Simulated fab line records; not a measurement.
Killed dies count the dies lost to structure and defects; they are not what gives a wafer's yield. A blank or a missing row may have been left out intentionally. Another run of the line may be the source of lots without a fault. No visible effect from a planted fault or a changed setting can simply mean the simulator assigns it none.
Chamber matching / flow nandHarc / 4 sister chambers for NHARC_A_CONTACT_ETCH_92 on rieDiel-04
The step etches the open film in CH3F/O2, target depth 40 nm, time 85.7 s. 20 wafers are shown with their chamber, then 10 later ones without.

WAFERS WITH THEIR CHAMBER
wafer=L074.2; chamber=0; drypumpMotorCurrentA (A)=6.4; showerheadPlenumPTorr (Torr)=2.48; rfVppV (V)=242.8
wafer=L074.3; chamber=1; drypumpMotorCurrentA (A)=5.3; showerheadPlenumPTorr (Torr)=2.34; rfVppV (V)=243.0
wafer=L074.5; chamber=0; drypumpMotorCurrentA (A)=6.4; showerheadPlenumPTorr (Torr)=2.48; rfVppV (V)=245.9
wafer=L075.2; chamber=3; drypumpMotorCurrentA (A)=4.9; showerheadPlenumPTorr (Torr)=2.31; rfVppV (V)=242.5
wafer=L075.5; chamber=0; drypumpMotorCurrentA (A)=6.4; showerheadPlenumPTorr (Torr)=2.48; rfVppV (V)=244.4
wafer=L075.6; chamber=3; drypumpMotorCurrentA (A)=4.9; showerheadPlenumPTorr (Torr)=2.31; rfVppV (V)=242.1
wafer=L078.1; chamber=1; drypumpMotorCurrentA (A)=5.3; showerheadPlenumPTorr (Torr)=2.34; rfVppV (V)=243.5
wafer=L078.2; chamber=3; drypumpMotorCurrentA (A)=4.9; showerheadPlenumPTorr (Torr)=2.31; rfVppV (V)=241.0
wafer=L078.3; chamber=0; drypumpMotorCurrentA (A)=6.4; showerheadPlenumPTorr (Torr)=2.48; rfVppV (V)=244.0
wafer=L081.2; chamber=3; drypumpMotorCurrentA (A)=4.9; showerheadPlenumPTorr (Torr)=2.30; rfVppV (V)=243.1
wafer=L081.3; chamber=2; drypumpMotorCurrentA (A)=5.2; showerheadPlenumPTorr (Torr)=2.57; rfVppV (V)=245.7
wafer=L081.5; chamber=2; drypumpMotorCurrentA (A)=5.3; showerheadPlenumPTorr (Torr)=2.57; rfVppV (V)=245.6
wafer=L084.1; chamber=0; drypumpMotorCurrentA (A)=6.4; showerheadPlenumPTorr (Torr)=2.47; rfVppV (V)=243.0
wafer=L084.2; chamber=2; drypumpMotorCurrentA (A)=5.2; showerheadPlenumPTorr (Torr)=2.56; rfVppV (V)=246.0
wafer=L084.6; chamber=3; drypumpMotorCurrentA (A)=4.9; showerheadPlenumPTorr (Torr)=2.30; rfVppV (V)=243.6
wafer=L088.4; chamber=3; drypumpMotorCurrentA (A)=4.9; showerheadPlenumPTorr (Torr)=2.30; rfVppV (V)=241.9
wafer=L088.5; chamber=0; drypumpMotorCurrentA (A)=6.4; showerheadPlenumPTorr (Torr)=2.47; rfVppV (V)=244.6
wafer=L088.6; chamber=3; drypumpMotorCurrentA (A)=4.9; showerheadPlenumPTorr (Torr)=2.30; rfVppV (V)=243.3
wafer=L089.1; chamber=1; drypumpMotorCurrentA (A)=5.3; showerheadPlenumPTorr (Torr)=2.33; rfVppV (V)=242.7
wafer=L089.2; chamber=0; drypumpMotorCurrentA (A)=6.4; showerheadPlenumPTorr (Torr)=2.47; rfVppV (V)=243.9

SIGNATURES (means of the wafers above)
reading=drypumpMotorCurrentA; chamber 0=6.400; chamber 1=5.300; chamber 2=5.233; chamber 3=4.900; scatter within a chamber=0.0204
reading=showerheadPlenumPTorr; chamber 0=2.4757; chamber 1=2.3367; chamber 2=2.5667; chamber 3=2.3043; scatter within a chamber=0.00546
reading=rfVppV; chamber 0=244.086; chamber 1=243.067; chamber 2=245.767; chamber 3=242.500; scatter within a chamber=0.863
Rule: for a wafer and a chamber, the distance is found by dividing, reading by reading, the gap between the wafer's reading and the chamber's mean by the reading's scatter, squaring, summing and taking the root. The wafer belongs to the nearest chamber; if the next one is less than 2 further off, it can't be placed. The scatter is the square root of a quotient: the sum, over the shown wafers, of each reading's squared deviation from its chamber's mean, divided by wafers minus chambers.

WAFERS WITH NO CHAMBER GIVEN
wafer=L089.3; drypumpMotorCurrentA (A)=5.2; showerheadPlenumPTorr (Torr)=2.56; rfVppV (V)=247.0
wafer=L093.3; drypumpMotorCurrentA (A)=4.9; showerheadPlenumPTorr (Torr)=2.30; rfVppV (V)=241.5
wafer=L093.5; drypumpMotorCurrentA (A)=6.4; showerheadPlenumPTorr (Torr)=2.47; rfVppV (V)=243.8
wafer=L093.6; drypumpMotorCurrentA (A)=4.9; showerheadPlenumPTorr (Torr)=2.30; rfVppV (V)=240.3
wafer=L096.2; drypumpMotorCurrentA (A)=5.3; showerheadPlenumPTorr (Torr)=2.33; rfVppV (V)=242.2
wafer=L096.3; drypumpMotorCurrentA (A)=5.3; showerheadPlenumPTorr (Torr)=2.56; rfVppV (V)=246.1
wafer=L096.6; drypumpMotorCurrentA (A)=4.9; showerheadPlenumPTorr (Torr)=2.30; rfVppV (V)=241.2
wafer=L097.1; drypumpMotorCurrentA (A)=4.9; showerheadPlenumPTorr (Torr)=2.30; rfVppV (V)=242.4
wafer=L097.2; drypumpMotorCurrentA (A)=5.2; showerheadPlenumPTorr (Torr)=2.56; rfVppV (V)=245.5
wafer=L097.4; drypumpMotorCurrentA (A)=6.4; showerheadPlenumPTorr (Torr)=2.47; rfVppV (V)=245.3

WHICH CHAMBER EACH WENT THROUGH
wafer=L089.3; from the rows above=2; in truth=2
wafer=L093.3; from the rows above=3; in truth=3
wafer=L093.5; from the rows above=0; in truth=0
wafer=L093.6; from the rows above=3; in truth=3
wafer=L096.2; from the rows above=1; in truth=1
wafer=L096.3; from the rows above=2; in truth=2
wafer=L096.6; from the rows above=3; in truth=3
wafer=L097.1; from the rows above=3; in truth=3
wafer=L097.2; from the rows above=2; in truth=2
wafer=L097.4; from the rows above=0; in truth=0
Correctly placed: 10 of 10. From these rows, 0 cannot be placed. 0 placed wrongly.
